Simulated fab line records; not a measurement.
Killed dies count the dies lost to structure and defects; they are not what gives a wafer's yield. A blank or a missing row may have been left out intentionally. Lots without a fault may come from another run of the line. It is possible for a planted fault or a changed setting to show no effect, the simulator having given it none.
Which of the tools did it? || flow nand harc || 13 lots, 38 wafers sampled, at 6 steps of a route of 1302

## WHAT THE GAUGES SHOWED, per wafer
NHARC_A_ONON_D2_THK_MEAS_27: measures by ellipsometry. Usual: 1002 nm for thk nm, sd 9.3.
{"lot": "L310", "measured": "day 13 02:43", "on": "film metro-02", "thk nm (nm)": "1013 1014 1013", "flag": ""}
{"lot": "L311", "measured": "day 13 02:43", "on": "film metro-01", "thk nm (nm)": "996 996 995", "flag": ""}
{"lot": "L312", "measured": "day 13 20:54", "on": "film metro-01", "thk nm (nm)": "989 989 990", "flag": ""}
{"lot": "L313", "measured": "day 14 03:05", "on": "film metro-02", "thk nm (nm)": "1000 1001 1001", "flag": ""}
{"lot": "L321", "measured": "day 17 10:23", "on": "film metro-02", "thk nm (nm)": "1002 675", "flag": "OFF"}
{"lot": "L324", "measured": "day 19 03:10", "on": "film metro-02", "thk nm (nm)": "982 980 982", "flag": ""}
{"lot": "L327", "measured": "day 19 20:56", "on": "film metro-02", "thk nm (nm)": "985 986 983", "flag": ""}
{"lot": "L328", "measured": "day 20 16:56", "on": "film metro-01", "thk nm (nm)": "1002 1001 1001", "flag": ""}
{"lot": "L329", "measured": "day 20 21:05", "on": "film metro-01", "thk nm (nm)": "1011 1010 1009", "flag": ""}
{"lot": "L330", "measured": "day 21 13:52", "on": "film metro-02", "thk nm (nm)": "1002 1002 1002", "flag": ""}
{"lot": "L331", "measured": "day 21 22:44", "on": "film metro-01", "thk nm (nm)": "1021 1020 1021", "flag": ""}
{"lot": "L332", "measured": "day 21 23:05", "on": "film metro-01", "thk nm (nm)": "990 990 990", "flag": ""}
{"lot": "L333", "measured": "day 22 06:31", "on": "film metro-01", "thk nm (nm)": "998 999 1000", "flag": ""}

NHARC_A_ONON_D2_INSPECT_32. Usual: 398 for raw defect count, sd 160.
{"lot": "L310", "measured": "day 13 03:48", "on": "defect inspect-02", "raw defect count": "222 310 224", "flag": ""}
{"lot": "L311", "measured": "day 13 03:49", "on": "defect inspect-01", "raw defect count": "306 532 594", "flag": ""}
{"lot": "L312", "measured": "day 13 22:01", "on": "defect inspect-01", "raw defect count": "398 453 299", "flag": ""}
{"lot": "L313", "measured": "day 14 04:20", "on": "defect inspect-01", "raw defect count": "738 673 671", "flag": ""}
{"lot": "L321", "measured": "day 17 11:31", "on": "defect inspect-01", "raw defect count": "344 260", "flag": ""}
{"lot": "L324", "measured": "day 19 04:15", "on": "defect inspect-01", "raw defect count": "502 530 515", "flag": ""}
{"lot": "L327", "measured": "day 19 22:03", "on": "defect inspect-02", "raw defect count": "242 300 701", "flag": ""}
{"lot": "L328", "measured": "day 20 18:02", "on": "defect inspect-02", "raw defect count": "171 239 278", "flag": ""}
{"lot": "L329", "measured": "day 20 22:13", "on": "defect inspect-01", "raw defect count": "417 265 372", "flag": ""}
{"lot": "L330", "measured": "day 21 14:59", "on": "defect inspect-01", "raw defect count": "447 469 281", "flag": ""}
{"lot": "L331", "measured": "day 21 23:58", "on": "defect inspect-02", "raw defect count": "469 287 232", "flag": ""}
{"lot": "L332", "measured": "day 22 00:15", "on": "defect inspect-02", "raw defect count": "319 233 588", "flag": ""}
{"lot": "L333", "measured": "day 22 07:37", "on": "defect inspect-01", "raw defect count": "313 711 318", "flag": ""}

NHARC_END_SORT_01. Usual: killed at array 46, standard deviation 16; killed at other 0.9, standard deviation 1.3; killed at periphery 4.1, standard deviation 3; killed dies 51, standard deviation 17; killed open 3.5, standard deviation 1.8; killed short 2.5, standard deviation 1.8.
{"lot": "L321", "measured": "day 28 21:42", "on": "prober-02", "killed at array": "42 675", "killed at other": "0 1", "killed at periphery": "2 1", "killed dies": "44 677", "killed open": "4 8", "killed short": "4 1", "flag": "OFF"}

## WHAT TOOL EACH LOT RAN ON (gives the tool, then ch and the chambers of the sampled wafers, and finally the start)
{"lot": "L310", "NHARC_A_CHANNEL_HOLE_D1_ETCH_20": "har etch-01 ch 0,1, day 8 19:09", "NHARC_A_CHANNEL_FILL_D1_ALD_14": "ald hk-02 ch 0,1,2, day 9 08:03", "NHARC_A_ONON_D2_DEP_25": "pecvd onon-01 ch 0, day 13 02:19"}
{"lot": "L311", "NHARC_A_CHANNEL_HOLE_D1_ETCH_20": "har etch-02 ch 0,1, day 8 19:20", "NHARC_A_CHANNEL_FILL_D1_ALD_14": "ald hk-03 ch 0,1,2, day 9 08:01", "NHARC_A_ONON_D2_DEP_25": "pecvd onon-02 ch 0, day 13 02:16"}
{"lot": "L312", "NHARC_A_CHANNEL_HOLE_D1_ETCH_20": "har etch-01 ch 1, day 9 09:36", "NHARC_A_CHANNEL_FILL_D1_ALD_14": "ald hk-01 ch 0,1,3, day 9 22:20", "NHARC_A_ONON_D2_DEP_25": "pecvd onon-02 ch 0, day 13 20:22"}
{"lot": "L313", "NHARC_A_CHANNEL_HOLE_D1_ETCH_20": "har etch-01 ch 0,1, day 9 20:01", "NHARC_A_CHANNEL_FILL_D1_ALD_14": "ald hk-03 ch 0,2,3, day 10 10:28", "NHARC_A_ONON_D2_DEP_25": "pecvd onon-01 ch 0, day 14 02:35"}
{"lot": "L321", "NHARC_A_CHANNEL_HOLE_D1_ETCH_20": "har etch-01 ch 0,1, day 13 02:07", "NHARC_A_CHANNEL_FILL_D1_ALD_14": "ald hk-02 ch 0,3, day 13 18:07", "NHARC_A_ONON_D2_DEP_25": "pecvd onon-04 ch 0, day 17 09:58"}
{"lot": "L324", "NHARC_A_CHANNEL_HOLE_D1_ETCH_20": "har etch-01 ch 0,1, day 14 21:27", "NHARC_A_CHANNEL_FILL_D1_ALD_14": "ald hk-01 ch 0,1,3, day 15 10:25", "NHARC_A_ONON_D2_DEP_25": "pecvd onon-02 ch 0, day 19 02:38"}
{"lot": "L327", "NHARC_A_CHANNEL_HOLE_D1_ETCH_20": "har etch-01 ch 0,1, day 15 14:04", "NHARC_A_CHANNEL_FILL_D1_ALD_14": "ald hk-03 ch 1,2, day 16 01:17", "NHARC_A_ONON_D2_DEP_25": "pecvd onon-02 ch 0, day 19 20:26"}
{"lot": "L328", "NHARC_A_CHANNEL_HOLE_D1_ETCH_20": "har etch-01 ch 0,1, day 16 03:04", "NHARC_A_CHANNEL_FILL_D1_ALD_14": "ald hk-01 ch 1,2,3, day 16 15:52", "NHARC_A_ONON_D2_DEP_25": "pecvd onon-01 ch 0, day 20 16:29"}
{"lot": "L329", "NHARC_A_CHANNEL_HOLE_D1_ETCH_20": "har etch-01 ch 1, day 16 12:56", "NHARC_A_CHANNEL_FILL_D1_ALD_14": "ald hk-02 ch 1,2,3, day 17 02:14", "NHARC_A_ONON_D2_DEP_25": "pecvd onon-04 ch 0, day 20 20:35"}
{"lot": "L330", "NHARC_A_CHANNEL_HOLE_D1_ETCH_20": "har etch-01 ch 0,1, day 17 04:49", "NHARC_A_CHANNEL_FILL_D1_ALD_14": "ald hk-01 ch 0,1, day 17 17:33", "NHARC_A_ONON_D2_DEP_25": "pecvd onon-01 ch 0, day 21 13:25"}
{"lot": "L331", "NHARC_A_CHANNEL_HOLE_D1_ETCH_20": "har etch-02 ch 0,1, day 17 14:44", "NHARC_A_CHANNEL_FILL_D1_ALD_14": "ald hk-02 ch 0,1,2, day 18 03:37", "NHARC_A_ONON_D2_DEP_25": "pecvd onon-01 ch 0, day 21 22:13"}
{"lot": "L332", "NHARC_A_CHANNEL_HOLE_D1_ETCH_20": "har etch-01 ch 0,1, day 17 16:57", "NHARC_A_CHANNEL_FILL_D1_ALD_14": "ald hk-01 ch 1,3, day 18 06:54", "NHARC_A_ONON_D2_DEP_25": "pecvd onon-02 ch 0, day 21 22:35"}
{"lot": "L333", "NHARC_A_CHANNEL_HOLE_D1_ETCH_20": "har etch-02 ch 0,1, day 18 00:39", "NHARC_A_CHANNEL_FILL_D1_ALD_14": "ald hk-01 ch 0,1, day 18 13:28", "NHARC_A_ONON_D2_DEP_25": "pecvd onon-01 ch 0, day 22 06:00"}
- NHARC_A_CHANNEL_HOLE_D1_ETCH_20: etches the open film in C4F8/O2/Ar, time 361.9 s, target depth 1600 nm.
- NHARC_A_CHANNEL_FILL_D1_ALD_14: deposits SiO2, target thk 2.5 nm, pulse time 10 s, ald cycles 25.
- NHARC_A_ONON_D2_DEP_25: target thk 1000 nm.

## AS READ BY THE TOOLS THEMSELVES (means over the sampled wafers that have a number; for cases with no such wafer, the mark the record gives instead)
NHARC_A_CHANNEL_HOLE_D1_ETCH_20. Usual: c4f8 flow sccm 89.25 sccm, standard deviation 0.25; drypump motor current A 5.27 A, standard deviation 0.19; showerhead plenum p Torr 3.66 Torr, standard deviation 0.12; throttle valve pct 32.153 %, standard deviation 0.0085.
{"lot": "L310", "tool": "har etch-01", "c4f8 flow sccm (sccm)": 89.17, "drypump motor current A (A)": 5.19, "showerhead plenum p Torr (Torr)": 3.72, "throttle valve pct (%)": 32.148, "flag": ""}
{"lot": "L311", "tool": "har etch-02", "c4f8 flow sccm (sccm)": 89.19, "drypump motor current A (A)": 5.51, "showerhead plenum p Torr (Torr)": 3.66, "throttle valve pct (%)": 32.151, "flag": ""}
{"lot": "L312", "tool": "har etch-01", "c4f8 flow sccm (sccm)": 89.20, "drypump motor current A (A)": 5.10, "showerhead plenum p Torr (Torr)": 3.68, "throttle valve pct (%)": 32.148, "flag": ""}
{"lot": "L313", "tool": "har etch-01", "c4f8 flow sccm (sccm)": 89.24, "drypump motor current A (A)": 5.15, "showerhead plenum p Torr (Torr)": 3.70, "throttle valve pct (%)": 32.160, "flag": ""}
{"lot": "L321", "tool": "har etch-01", "c4f8 flow sccm (sccm)": 89.21, "drypump motor current A (A)": 5.17, "showerhead plenum p Torr (Torr)": 3.67, "throttle valve pct (%)": 32.162, "flag": ""}
{"lot": "L324", "tool": "har etch-01", "c4f8 flow sccm (sccm)": 89.24, "drypump motor current A (A)": 5.20, "showerhead plenum p Torr (Torr)": 3.67, "throttle valve pct (%)": 32.154, "flag": ""}
{"lot": "L327", "tool": "har etch-01", "c4f8 flow sccm (sccm)": 89.37, "drypump motor current A (A)": 5.14, "showerhead plenum p Torr (Torr)": 3.65, "throttle valve pct (%)": 32.157, "flag": ""}
{"lot": "L328", "tool": "har etch-01", "c4f8 flow sccm (sccm)": 89.24, "drypump motor current A (A)": 5.17, "showerhead plenum p Torr (Torr)": 3.65, "throttle valve pct (%)": 32.149, "flag": ""}
{"lot": "L329", "tool": "har etch-01", "c4f8 flow sccm (sccm)": 89.06, "drypump motor current A (A)": 5.11, "showerhead plenum p Torr (Torr)": 3.63, "throttle valve pct (%)": 32.148, "flag": ""}
{"lot": "L330", "tool": "har etch-01", "c4f8 flow sccm (sccm)": 89.06, "drypump motor current A (A)": 5.15, "showerhead plenum p Torr (Torr)": 3.64, "throttle valve pct (%)": 32.157, "flag": ""}
{"lot": "L331", "tool": "har etch-02", "c4f8 flow sccm (sccm)": 89.45, "drypump motor current A (A)": 5.37, "showerhead plenum p Torr (Torr)": 3.85, "throttle valve pct (%)": 32.146, "flag": ""}
{"lot": "L332", "tool": "har etch-01", "c4f8 flow sccm (sccm)": 89.24, "drypump motor current A (A)": 5.20, "showerhead plenum p Torr (Torr)": 3.65, "throttle valve pct (%)": 32.156, "flag": ""}
{"lot": "L333", "tool": "har etch-02", "c4f8 flow sccm (sccm)": 89.01, "drypump motor current A (A)": 5.52, "showerhead plenum p Torr (Torr)": 3.77, "throttle valve pct (%)": 32.155, "flag": ""}

NHARC_A_CHANNEL_FILL_D1_ALD_14. Usual: heater power outer w 255 W, standard deviation 22; heater power w 454 W, standard deviation 31; precursor pulse height rel 0.997, standard deviation 0.019.
{"lot": "L310", "tool": "ald hk-02", "heater power outer w (W)": 267, "heater power w (W)": 472, "precursor pulse height rel": 0.991, "flag": ""}
{"lot": "L311", "tool": "ald hk-03", "heater power outer w (W)": 283, "heater power w (W)": 490, "precursor pulse height rel": 0.993, "flag": ""}
{"lot": "L312", "tool": "ald hk-01", "heater power outer w (W)": 241, "heater power w (W)": 430, "precursor pulse height rel": 0.976, "flag": ""}
{"lot": "L313", "tool": "ald hk-03", "heater power outer w (W)": 276, "heater power w (W)": 493, "precursor pulse height rel": 0.990, "flag": ""}
{"lot": "L321", "tool": "ald hk-02", "heater power outer w (W)": 282, "heater power w (W)": 474, "precursor pulse height rel": 0.998, "flag": ""}
{"lot": "L324", "tool": "ald hk-01", "heater power outer w (W)": 233, "heater power w (W)": 427, "precursor pulse height rel": 1.002, "flag": ""}
{"lot": "L327", "tool": "ald hk-03", "heater power outer w (W)": 279, "heater power w (W)": 478, "precursor pulse height rel": 0.989, "flag": ""}
{"lot": "L328", "tool": "ald hk-01", "heater power outer w (W)": 239, "heater power w (W)": 442, "precursor pulse height rel": 0.978, "flag": ""}
{"lot": "L329", "tool": "ald hk-02", "heater power outer w (W)": 252, "heater power w (W)": 457, "precursor pulse height rel": 0.999, "flag": ""}
{"lot": "L330", "tool": "ald hk-01", "heater power outer w (W)": 229, "heater power w (W)": 406, "precursor pulse height rel": 0.989, "flag": ""}
{"lot": "L331", "tool": "ald hk-02", "heater power outer w (W)": 269, "heater power w (W)": 472, "precursor pulse height rel": 1.005, "flag": ""}
{"lot": "L332", "tool": "ald hk-01", "heater power outer w (W)": 245, "heater power w (W)": 438, "precursor pulse height rel": 1.008, "flag": ""}
{"lot": "L333", "tool": "ald hk-01", "heater power outer w (W)": 226, "heater power w (W)": 414, "precursor pulse height rel": 0.997, "flag": ""}

## THE ANSWER, worked out from the rows above alone
Rule: take the mean of a lot's wafers that have a number; if it is more than 3 standard deviations from the usual mean, the lot is off. A lot without any number at a reading at which 4 lots or more have one is off too. Any other lot the step has rows for is counted as sound. The gauges are gone through in route order, then the tools' own readings, and for those a lot's mean is taken as printed above. The first step at which some lot is off is used, and at that step the reading that is off furthest; a lot without a number counts as furthest.
Off at NHARC_A_ONON_D2_THK_MEAS_27 (thk nm): L321.
If a tool, at a process step before that reading, ran all the lots that are off and no sound lot after the first of them, it fits. Not tried: the gauges at NHARC_A_ONON_D2_THK_MEAS_27; whatever is off there is also off at NHARC_END_SORT_01, on other tools, and gauge error can't account for it. No candidate that was tried fits.

## WHAT THE SIMULATOR HAD INSERTED
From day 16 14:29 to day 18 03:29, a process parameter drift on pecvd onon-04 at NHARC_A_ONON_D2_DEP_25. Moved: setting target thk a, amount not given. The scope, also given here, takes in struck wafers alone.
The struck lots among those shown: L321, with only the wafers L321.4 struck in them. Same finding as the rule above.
